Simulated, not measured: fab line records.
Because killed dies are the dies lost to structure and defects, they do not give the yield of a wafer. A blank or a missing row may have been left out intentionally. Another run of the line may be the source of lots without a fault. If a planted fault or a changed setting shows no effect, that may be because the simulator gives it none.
fab line records	flow n5-finfet
[record] lots = 4	wafers = 11	last-day = 16
route steps=1938 shown HKMG_FIN@407 BEOL_M4@1111 PASSIVATION@1936
lots that met no fault: taken from a fault-free run of the same line
start-h: hours from the record's opening day to when the first of the lot's shown wafers began	wait-h: hours since the lot's step before	" as in the row above	L1.1+2: one row covering several wafers at once	- value missing, or start not given	* or withheld: withheld	< > ~ a bound
route shown NAME@n: NAME is a module with steps in the file, n the number in the route of the first one	usual: mean/standard deviation taken from wafers without a fault	same: alike in all rows	chamber/n: place in a boat	sites: per-site readings	_std_site: standard deviation across them	_edge_site: the outer-site mean with the inner-site mean subtracted	radius-mm: for every site, how far away it sits from the centre of the wafer	mask NAME#n: copy n	behind: the last tool/chamber to shape the wafer	hold: reason for holding the lot/hours on hold/outcome of the hold	device: whichever transistor did not switch (one of n, p or np)	end of line: the route-end tests of the same wafers	step lacking rows: just its recipe	killed: dies lost to structure and defects at the first sort, not the wafer's yield	map: per-die view of a wafer (x killed, . not killed, _ where there is no die)
set.NAME: the run value of the setting; set.NAME@STEP: its run value at that earlier step	model.NAME: the simulator's own value behind a step, which no gauge read
lots at some steps of the route; a table a step, a row a wafer
services: the hour from which a tool's chamber was out of use, counted from the record's first day as start-h (under 0 if before that day), plus the number of hours and why
[[steps]]
[step N5_HKMG_FIN_STRIP_93]
[recipe] chemistry = N2/H2	material = SOC	time-s = 20	power-w = 500	temp-c = 40	pressure-mtorr = 50	rf-frequency-hz = 6e+07	bias-power-w = 8	h2-frac = 0.5	n2-flow-sccm = 300	h2-flow-sccm = 300
[step N5_HKMG_FIN_WET_ETCH_76]
[recipe] chemistry = dNH4OH	mix = 1:50	temp-c = 25	target = Al2O3	stop-on = La2O3	target-depth-nm = 2.25	dry = ipa-marangoni	rinse-time-s = 30	rinse-temp-c = 23
[step N5_HKMG_FIN_STRIP_60]
[recipe] chemistry = N2/H2	power-w = 2500	temp-c = 300	h2-frac = 0.65	time-s = 360	pressure-mtorr = withheld	n2-flow-sccm = 1750	h2-flow-sccm = 3250
[step N5_HKMG_FIN_WET_ETCH_77]
[recipe] chemistry = dHCl	mix = 1:10000	temp-c = 25	target = La2O3	stop-on = HfO2	target-depth-nm = 2
[step N5_HKMG_FIN_WET_ETCH_78]
[recipe] chemistry = dNH4OH	mix = 1:50	temp-c = 25	target = Al2O3	stop-on = La2O3	target-depth-nm = 4.5	dry = ipa-marangoni	rinse-time-s = 30	rinse-temp-c = 23
[step N5_HKMG_FIN_ALD_79]
[recipe] material = TiN	target-thk-a = 15	temp-c = 400	ald-precursor-family = TiCl4	ald-co-reactant = NH3	pulse-time-s = 1	purge-time-s = 3	co-reactant-purge-time-s = 2	co-reactant-pulse-time-s = 2	ald-cycles = 68	pressure-torr = 3
[step N5_HKMG_FIN_CVD_62]
[recipe] material = a-Si	target-thk-a = 30	temp-c = 500	precursor = Si2H6	pressure-torr = 1	time-s = 20.8
[step N5_HKMG_FIN_RTA_80]
[recipe] temp-c = withheld	time-s = 2	ambient = N2	idle-temp-c = 600	ramp-up-c-per-s = 150	ramp-down-c-per-s = 60	cool-to-c = 600
[step N5_HKMG_FIN_PRECLEAN_64]
[recipe] chemistry = dHF	time-s = 30	temp-c = 25	dilution = withheld
[step N5_HKMG_FIN_WET_ETCH_65]
[recipe] chemistry = TMAH	temp-c = 70	conc-wt-pct = 5	target = a-Si	stop-on = TiN	time-s = 49	target-depth-nm = 3
[step N5_HKMG_FIN_WET_ETCH_81]
[recipe] chemistry = SC1	target = TiN	stop-on = HfO2	mix = 1:1:5	temp-c = 60	time-s = 57	target-depth-nm = 6
[step N5_HKMG_FIN_WET_ETCH_82]
[recipe] chemistry = dHCl	mix = 1:10000	temp-c = 25	target = La2O3	stop-on = HfO2	target-depth-nm = 2	dry = ipa-marangoni	rinse-time-s = 30	rinse-temp-c = 23
[step N5_HKMG_FIN_ALD_36]
[recipe] material = TiN	target-thk-a = 10	temp-c = 400	ald-precursor-family = TiCl4	ald-co-reactant = NH3	pulse-time-s = 1	purge-time-s = 3	co-reactant-purge-time-s = 2	co-reactant-pulse-time-s = 2	ald-cycles = 47	pressure-torr = 3
[usual] ald-cycles = 47/0	heater-power-outer-w = 556/57	heater-power-w = 929/78	precursor-pulse-height-rel = 1.000/0.021
lot.wafer	tool	chamber	start-h	wait-h	ald-cycles	heater-power-outer-w	heater-power-w	precursor-pulse-height-rel	model.TiN_of_HKMG_FIN_ALD_36.thk-nm
L718.1	ald-metal-02	1	115.15	0.0	47	528	882	0.969	1
L718.4	"	3	"	"	47	536	910	1.006	1
L718.6	"	2	"	"	47	558	985	0.982	1
L723.1	ald-metal-02	0	149.68	0.0	30	630	1010	1.002	0.6
L723.2	"	3	"	"	47	531	901	0.994	1
L723.5	"	2	"	"	47	562	929	0.990	1
L724.1	ald-metal-02	1	154.01	0.1	30	533	917	1.025	0.6
L724.6	"	0	"	"	47	621	1021	1.021	1
L730.1	ald-metal-04	2	180.32	0.0	47	675	1019	0.995	1
L730.4	"	0	"	"	47	457	767	0.991	1
L730.5	"	0	"	"	47	447	768	1.052	1
[step N5_HKMG_FIN_PWFM_ALD_03]
[recipe] material = TiN	target-thk-a = 20	temp-c = 400	ald-precursor-family = TiCl4	ald-co-reactant = NH3	pulse-time-s = 1	purge-time-s = 3	co-reactant-purge-time-s = 2	co-reactant-pulse-time-s = 2	ald-cycles = 91	pressure-torr = 3
[step N5_HKMG_FIN_COAT_29]
[recipe] resist = SOC	temp-c = 250	time-s = 60	spin-rpm = 1500	resist-thk-nm = 300
[step N5_HKMG_FIN_COAT_30]
[recipe] resist = SiARC	temp-c = 220	time-s = 60	spin-rpm = 1500	resist-thk-nm = 35
[step N5_HKMG_FIN_COAT_06]
[recipe] resist = CAR-ArF	spin-rpm = 1500	resist-thk-nm = 90
[step N5_HKMG_FIN_EBR_08]
[recipe] solvent = PGMEA	ebr-width-mm = 1.5
[step N5_HKMG_FIN_SOFTBAKE_07]
[recipe] temp-c = 110	time-s = 60	resist = CAR-ArF
[step N5_HKMG_FIN_EXPOSE_09]
[recipe] mask-id = NWFM	na = 1.35	source-shape = conventional	sigma-outer = 0.8	polarization = unpolarized	dose-mj = 39.25
[step N5_HKMG_FIN_PEB_10]
[recipe] peb-temp-c = withheld	peb-time-s = 60	resist = CAR-ArF
[step N5_HKMG_FIN_DEVELOP_11]
[recipe] develop-time-s = 30	developer = TMAH	resist = CAR-ArF	dev-temp-c = 23	rinse-liquid = diw	dry = air-spin
[step N5_HKMG_FIN_DESCUM_17]
[recipe] chemistry = O2	time-s = 7.9	source-power-w = 50	bias-power-w = 20	pressure-mtorr = 20	rf-frequency-hz = 2.712e+07	temp-c = 40	resist = CAR-ArF	o2-flow-sccm = 225
[step N5_HKMG_FIN_ETCH_31]
[recipe] chemistry = CF4	target = SiARC	target-depth-a = 455	mask-material = CAR-ArF	time-s = 75.8	ion-energy-ev = 80	pressure-mtorr = 40	source-w = 545	bias-w = 36	Ar_flow_sccm = 100	cf4-flow-sccm = 100	ends = cleared
[step N5_HKMG_FIN_ETCH_32]
[recipe] chemistry = N2/H2	target = SOC	target-depth-a = 2400	temp-c = 40	time-s = 300	ion-energy-ev = 200	mask-material = SiARC	pressure-mtorr = 30	source-w = 840	bias-w = 150	n2-flow-sccm = 200	h2-flow-sccm = 200
[step N5_HKMG_FIN_STRIP_33]
[recipe] chemistry = N2/H2	temp-c = 40	n2-flow-sccm = 200	h2-flow-sccm = 200	rf-frequency-hz = 6e+07
[step N5_HKMG_FIN_STRIP_34]
[recipe] chemistry = CF4	resist = SiARC	power-w = 300	bias-power-w = 75	pressure-mtorr = 50	cf4-flow-sccm = 150	rf-frequency-hz = 6e+07
[step N5_HKMG_FIN_ETCH_35]
[recipe] chemistry = N2/H2	target = SOC	target-depth-a = 2158	ion-energy-ev = 65	bias-w = 5	source-w = 3000	time-s = 243.4	pressure-mtorr = 30	n2-flow-sccm = 200	h2-flow-sccm = 200
[step N5_HKMG_FIN_STRIP_92]
[recipe] chemistry = N2/H2	material = SOC	time-s = 20	power-w = 500	temp-c = 40	pressure-mtorr = 50	rf-frequency-hz = 6e+07	bias-power-w = 8	h2-frac = 0.5	n2-flow-sccm = 300	h2-flow-sccm = 300
[step N5_HKMG_FIN_WET_ETCH_18]
[recipe] chemistry = SC1	target = TiN	mix = 1:1:5	temp-c = *	time-s = 55	target-depth-nm = 5.2	dry = ipa-marangoni	rinse-time-s = 30	rinse-temp-c = 23
[step N5_HKMG_FIN_STRIP_19]
[recipe] chemistry = N2/H2	power-w = 2500	temp-c = 300	h2-frac = 0.65	time-s = 360	pressure-mtorr = withheld	n2-flow-sccm = 1750	h2-flow-sccm = 3250
[step N5_HKMG_FIN_ALD_91]
[recipe] material = TiN	target-thk-a = 10	temp-c = 400	ald-precursor-family = TiCl4	ald-co-reactant = NH3	pulse-time-s = 1	purge-time-s = 3	co-reactant-purge-time-s = 2	co-reactant-pulse-time-s = 2	ald-cycles = 47	pressure-torr = 3
[step N5_HKMG_FIN_COAT_85]
[recipe] resist = SOC	temp-c = 250	time-s = 60	spin-rpm = 1500	resist-thk-nm = 300
[step N5_HKMG_FIN_ETCH_86]
[recipe] chemistry = N2/H2	target = SOC	target-depth-a = 3932	stop-on = TiN	ion-energy-ev = 100	bias-w = 61	pressure-mtorr = 30	source-w = 850	n2-flow-sccm = 200	h2-flow-sccm = 200
[step N5_HKMG_FIN_STRIP_89]
[recipe] chemistry = N2/H2	material = SOC	time-s = 20	power-w = 500	temp-c = 40	pressure-mtorr = 50	rf-frequency-hz = 6e+07	bias-power-w = 8	h2-frac = 0.5	n2-flow-sccm = 300	h2-flow-sccm = 300
[step N5_HKMG_FIN_WET_ETCH_87]
[recipe] chemistry = SC1	target = TiN	mix = 1:2:40	temp-c = 50	time-s = 154.2	target-depth-nm = 4.7	dry = ipa-marangoni	rinse-time-s = 30	rinse-temp-c = 23
[step N5_HKMG_FIN_STRIP_88]
[recipe] chemistry = N2/H2	power-w = 2500	temp-c = 300	h2-frac = 0.65	time-s = 360	pressure-mtorr = withheld	n2-flow-sccm = 1750	h2-flow-sccm = 3250
[step N5_HKMG_FIN_NWFM_ALD_20]
[recipe] material = TiAlC	target-thk-a = 20	temp-c = 300	ald-precursor-family = TiCl4	ald-co-reactant = TEA	pulse-time-s = 3	purge-time-s = 2	co-reactant-purge-time-s = 2	co-reactant-pulse-time-s = 10	ald-cycles = 7	pressure-torr = 3
[step N5_BEOL_M4_RC_MEAS_101]
[usual] DIBL_N = 36.3/1.4	DIBL_P = 35.7/1.5	IOFF_N = 0.155/0.022	IOFF_P = 0.204/0.027	IOFF_P_85C = 3.6/0.4	IOFF_P_LIN = 0.098/0.011	IOFF_P_LONG = 0.000105/8.6e-06	ION_N = 671/9	ION_P = 459/6.2	SS_N = 71.5/0.54	SS_P = 73.1/0.56	VT_N = 250.2/2.6	VT_P = -251/3.3	VT_P_LONG = -275.9/2.9	VT_P_LVT = -99.2/2.7
lot.wafer	tool	chamber	start-h	wait-h	DIBL_N[mV/V]	DIBL_P[mV/V]	IOFF_N[nA/um]	IOFF_P[nA/um]	IOFF_P_85C[nA/um]	IOFF_P_LIN[nA/um]	IOFF_P_LONG[nA/um]	ION_N[uA/um]	ION_P[uA/um]	SS_N[mV/dec]	SS_P[mV/dec]	VT_N[mV]	VT_P[mV]	VT_P_LONG[mV]	VT_P_LVT[mV]
L718.1	prober-01	0	209.81	0.0	38.9	37.3	0.190	0.235	4.0	0.108	0.000109	672	457	73.2	73.7	249.6	-247	-275.3	-96.2
L718.4	"	0	"	"	38.5	37.5	0.190	0.238	4.1	0.109	0.000111	684	461	72.6	73.1	247.2	-247	-273.5	-95.8
L718.6	"	0	"	"	38.0	36.5	0.163	0.220	3.8	0.101	0.000109	660	453	72.0	73.7	249.8	-251	-274.2	-97.6
L723.1	prober-01	0	240.02	0.0	36.2	35.9	0.154	0.112	2.2	0.054	7.6e-05	687	446	72.3	73.5	251.9	-270	-288.8	-112.6
L723.2	"	0	"	"	37.0	37.1	0.170	0.207	3.6	0.098	9.7e-05	688	461	71.7	73.7	252.4	-252	-278.6	-96.2
L723.5	"	0	"	"	36.7	36.6	0.157	0.198	3.4	0.095	0.0001	679	463	72.0	72.9	248.4	-253	-277.5	-97.6
L724.1	prober-01	0	256.78	0.0	35.5	36.7	0.146	0.111	2.1	0.055	7e-05	664	428	71.7	72.7	250.9	-268	-289.5	-115.7
L724.6	"	0	"	"	34.0	35.1	0.126	0.166	2.9	0.082	9.2e-05	662	452	71.0	72.9	252.4	-254	-276.9	-101.8
L730.1	prober-01	0	274.32	0.0	35.4	35.2	0.139	0.192	3.3	0.091	0.000106	674	453	71.2	73.7	252.0	-251	-273.1	-101.5
L730.4	"	0	"	"	38.4	37.3	0.197	0.237	4.0	0.106	0.000106	677	459	72.3	73.3	249.3	-250	-272.5	-99.5
L730.5	"	0	"	"	34.9	34.4	0.131	0.195	3.3	0.092	0.000109	666	458	71.2	72.7	251.6	-250	-272.3	-100.8
[step N5_PASSIVATION_PROBE_49]
[usual] defect-limited-yield = 91.0/1.5	killed_at_M0_to_M3 = 36/12	killed_at_M4_up = 14/5.5	killed-at-contacts = 11/4.8	killed-at-front-end = 42/12	killed-at-other = 3.7/2.7	killed-dies = 106/18	killed-open = 70/13	killed-short = 35/8.2	sort_bin_5_function = 5.3/1	sort_bin_6_memory = 3.3/0.69	sort_bin_8_speed = 0.00/0.007	sort-n-pass = 1074/18	sort-yield-pct = 91.0/1.5
[same] gross-dies = 1180	killed-at-back-side = 0	sort_bin_4_leakage[%] = 0
lot.wafer	tool	chamber	start-h	wait-h	defect-limited-yield[%]	killed_at_M0_to_M3	killed_at_M4_up	killed-at-contacts	killed-at-front-end	killed-at-other	killed-dies	killed-open	killed-short	sort_bin_5_function[%]	sort_bin_6_memory[%]	sort_bin_8_speed[%]	sort-n-pass	sort-yield-pct[%]
L718.1	prober-01	-	315.83	0.0	92.6	21	16	11	34	5	87	59	27	4.2	3.0	0	1093	92.6
L718.4	prober-01	-	315.98	0.2	91.9	37	13	13	29	4	96	59	36	4.5	3.6	0	1084	91.9
L718.6	prober-01	-	316.08	0.3	92.2	26	10	5	36	15	92	56	34	5.2	2.2	0	1088	92.2
L723.1	prober-02	-	348.11	0.4	92.3	20	10	15	38	8	91	58	33	4.7	3.1	0.93	1078	91.4
L723.2	prober-02	-	348.16	0.5	92.4	21	23	5	36	5	90	69	21	4.5	3.1	0	1090	92.4
L723.5	prober-02	-	348.31	0.6	93.4	25	16	4	31	2	78	52	25	4.7	1.8	0	1102	93.4
L724.1	prober-01	-	361.63	0.0	90.8	40	18	22	27	2	109	78	26	4.7	4.2	10.93	942	79.8
L724.6	prober-01	-	361.88	0.3	92.1	34	16	23	18	2	93	72	21	4.7	3.1	0	1087	92.1
L730.1	prober-01	-	379.78	0.0	88.7	45	15	6	66	1	133	87	46	6.4	4.4	0	1047	88.7
L730.4	prober-01	-	379.93	0.2	89.4	54	11	16	43	1	125	74	51	6.6	3.5	0	1055	89.4
L730.5	prober-01	-	379.98	0.2	89.7	53	11	4	47	6	121	75	43	5.9	4.1	0	1059	89.7
// killed by level:class
L718.1 FIN_SAQP:geometric-particle:open=12 BEOL_M4:geometric-particle:open=10 MOL_CONTACT_COAG:geometric-particle:open=9 FIN_SAQP:geometric-particle:short=7 GATE_CUT:geometric-particle:short=7 BEOL_M2:geometric-particle:open=7 DUMMY_GATE:geometric-particle:open=5 BEOL_M1:geometric-particle:open=4
L718.4 MOL_CONTACT_COAG:geometric-particle:open=11 BEOL_M3:geometric-particle:open=11 BEOL_M0_SAQP:geometric-particle:short=9 GATE_CUT:geometric-particle:short=7 BEOL_M4:geometric-particle:open=7 FIN_SAQP:geometric-particle:short=6 FIN_SAQP:geometric-particle:open=6 BEOL_M0_SAQP:geometric-particle:open=6
L718.6 BEOL_M2:geometric-particle:open=10 FIN_SAQP:geometric-particle:open=8 GATE_CUT:geometric-particle:short=8 MIM_TOP:geometric-particle:open=5 GATE_CUT:geometric-particle:open=4 MOL_CONTACT_COAG:geometric-particle:open=4 BEOL_M0_SAQP:geometric-particle:short=4 BEOL_M4:geometric-particle:open=4
L723.1 MOL_CONTACT_COAG:geometric-particle:open=13 STI_FIN_REVEAL:geometric-particle:open=8 GATE_CUT:geometric-particle:short=8 BEOL_M0_SAQP:geometric-particle:open=6 DUMMY_GATE:geometric-particle:open=4 BEOL_M0_SAQP:geometric-particle:short=4 BEOL_M1:geometric-particle:open=4 DUMMY_GATE:geometric-particle:short=3
L723.2 BEOL_M4:geometric-particle:open=17 STI_FIN_REVEAL:geometric-particle:open=13 FIN_SAQP:geometric-particle:open=8 BEOL_M0_SAQP:geometric-particle:open=7 BEOL_M1:geometric-particle:open=6 BEOL_M0_SAQP:geometric-particle:short=5 FIN_SAQP:geometric-particle:short=4 MOL_CONTACT_COAG:geometric-particle:open=4
L723.5 STI_FIN_REVEAL:geometric-particle:open=10 BEOL_M4:geometric-particle:open=8 BEOL_M0_SAQP:geometric-particle:short=7 FIN_SAQP:geometric-particle:open=6 BEOL_M1:geometric-particle:open=5 BEOL_M0_SAQP:geometric-particle:open=4 STARTING-WAFER:geometric-particle:short=4 MOL_CONTACT_COAG:geometric-particle:open=3
L724.1 MOL_CONTACT_COAG:geometric-particle:open=17 BEOL_M0_SAQP:geometric-particle:open=10 BEOL_M3:geometric-particle:open=9 STI_FIN_REVEAL:geometric-particle:open=8 BEOL_M0_SAQP:geometric-particle:short=8 BEOL_M2:geometric-particle:open=6 FIN_SAQP:geometric-particle:open=5 MOL_CONTACT_COAG:geometric-particle:short=5
L724.6 MOL_CONTACT_COAG:geometric-particle:open=16 BEOL_M4:geometric-particle:open=12 BEOL_M2:geometric-particle:open=11 BEOL_M3:geometric-particle:open=9 MOL_CONTACT_COAG:geometric-particle:short=7 FIN_SAQP:geometric-particle:short=4 BEOL_M0_SAQP:geometric-particle:open=4 BEOL_M0_SAQP:geometric-particle:short=4
L730.1 STI_FIN_REVEAL:geometric-particle:open=18 BEOL_M0_SAQP:geometric-particle:open=14 FIN_SAQP:geometric-particle:open=11 FIN_SAQP:geometric-particle:short=9 GATE_CUT:geometric-particle:short=8 BEOL_M3:geometric-particle:open=6 MOL_CONTACT_COAG:geometric-particle:open=6 BEOL_M0:geometric-particle:short=5
L730.4 BEOL_M0_SAQP:geometric-particle:short=19 MOL_CONTACT_COAG:geometric-particle:open=12 BEOL_M3:geometric-particle:open=9 FIN_SAQP:geometric-particle:open=8 BEOL_M0_SAQP:geometric-particle:open=8 BEOL_M1:geometric-particle:open=8 DUMMY_GATE:geometric-particle:open=7 GATE_CUT:geometric-particle:short=6
L730.5 BEOL_M0_SAQP:geometric-particle:open=14 FIN_SAQP:geometric-particle:open=10 FIN_SAQP:geometric-particle:short=10 STI_FIN_REVEAL:geometric-particle:open=9 BEOL_M2:geometric-particle:open=8 BEOL_M1:geometric-particle:open=7 BEOL_M0_SAQP:geometric-particle:short=6 BEOL_M4:geometric-particle:open=5
// map L723.1 (x killed, . not)
_________________.xx.........________________
______________...x.............._____________
___________....xx...........x......__________
__________.x........................_________
________........x....................._______
_______................................______
______.....x............xx.............._____
_____.................x..x...............____
____x.x.xx...............x.......x........___
___........................................__
___.....x...............x.............x.x..__
__.....x............x......................._
__.x..............x........x.x...........x.._
_................xx.....x.x...x.......x......
_...........................x..x.............
_....x....x.x....x..x........................
_.....................................x......
_..x..........................x.x..x..x.....x
_........................x...................
_....x..............x......x..xx.............
_x...x....x...............x..................
__....................................x.x..._
__.......x.....x....................x......._
___.......x....x.............x......x.x.x.x__
___x..x.......x............................__
____............x...x..........x..........___
_____.............................x...x..____
______...........x...xx.............x..._____
_______......x.xx......................______
________......x......................._______
__________x.............x.........x._________
___________........................__________
______________.................._____________
_________________............________________
// map L724.1 (x killed, . not)
_________________............________________
______________.................._____________
___________...............x........__________
__________......x.x................x_________
________..........x.....x............x_______
_______.............x.............x..x.______
______....x...............x.....x......._____
_____....................................____
____......x..................x.x....x.....___
___.xx............x................x....x..__
___.............x.x..........x.............__
__....................x....................x_
__.....x....xx......x....x.............x...._
_.............x............x...x..........x..
_.x....................x...............x.....
_x.x.......x.....x.x.....x..........x........
_........x..x.....................x...x...x..
_.x...........x.x..................xx........
_..........x.......x..............x..........
_.......x................x..............x....
_......x...................................x.
__....x.............x...x..................._
__.........................x.x.............._
___..xx.x....x.x.x........x..x.............__
___......x.x...x.x.......x.....x......x....__
____..x.xx.......x........................___
_____.............................x...x..____
______..x.....x.............x.x.x.x....._____
_______............x............x.....x______
________........x....................._______
__________..x.....x.............xx.._________
___________......x............x....__________
______________................x._____________
_________________...x........________________
[[services]]
tool	chamber	start-h	hours	kind
ald-metal-04	-	125.66	0.7	repair
ald-metal-04	2	171.51	8.3	repair
[[key]]
[first-sign] step = N5_HKMG_FIN_ALD_36	reading = ald-cycles	direction = down	sigmas = 99+	usual = *	struck = *
[effect] step = N5_BEOL_M4_RC_MEAS_101	reading = VT_P_LVT	direction = down	sigmas = 5.6	usual = -99.2	struck = -114.1
[effect] step = N5_BEOL_M4_RC_MEAS_101	reading = VT_P	direction = down	sigmas = 5.4	usual = -251	struck = -269
[effect] step = N5_BEOL_M4_RC_MEAS_101	reading = VT_P_LONG	direction = down	sigmas = 4.5	usual = -275.9	struck = -289.2
[effect] step = N5_BEOL_M4_RC_MEAS_101	reading = IOFF_P_LIN	direction = down	sigmas = 4	usual = 0.098	struck = 0.054
[effect] step = N5_BEOL_M4_RC_MEAS_101	reading = IOFF_P_LONG	direction = down	sigmas = 3.7	usual = 0.000105	struck = 7.3e-05
[effect] step = N5_BEOL_M4_RC_MEAS_101	reading = ION_P	direction = down	sigmas = 3.6	usual = 459	struck = 437
[effect] step = N5_BEOL_M4_RC_MEAS_101	reading = IOFF_P_85C	direction = down	sigmas = 3.5	usual = 3.6	struck = 2.1
[effect] step = N5_BEOL_M4_RC_MEAS_101	reading = IOFF_P	direction = down	sigmas = 3.4	usual = 0.204	struck = 0.111
[effect] step = N5_PASSIVATION_PROBE_49	reading = sort_bin_8_speed	direction = up	sigmas = 70	usual = 0.00	struck = 5.93
[model-effect] step = N5_HKMG_FIN_ALD_36	value = TiN_of_HKMG_FIN_ALD_36.thk-nm	without = 1	struck = 0.6
met-at N5_HKMG_FIN_ALD_36
struck-wafers L723.1,L724.1
onset-between 115.15 149.68
[fault] kind = process-parameter-drift	tool = ald-metal-02	chamber = -	onset-h = 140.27	steps = N5_HKMG_FIN_ALD_36	channel = ald-cycles	offset = *	shape = step	end-h = 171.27	scope = struck-wafers-only	acts-in = *	stated = *
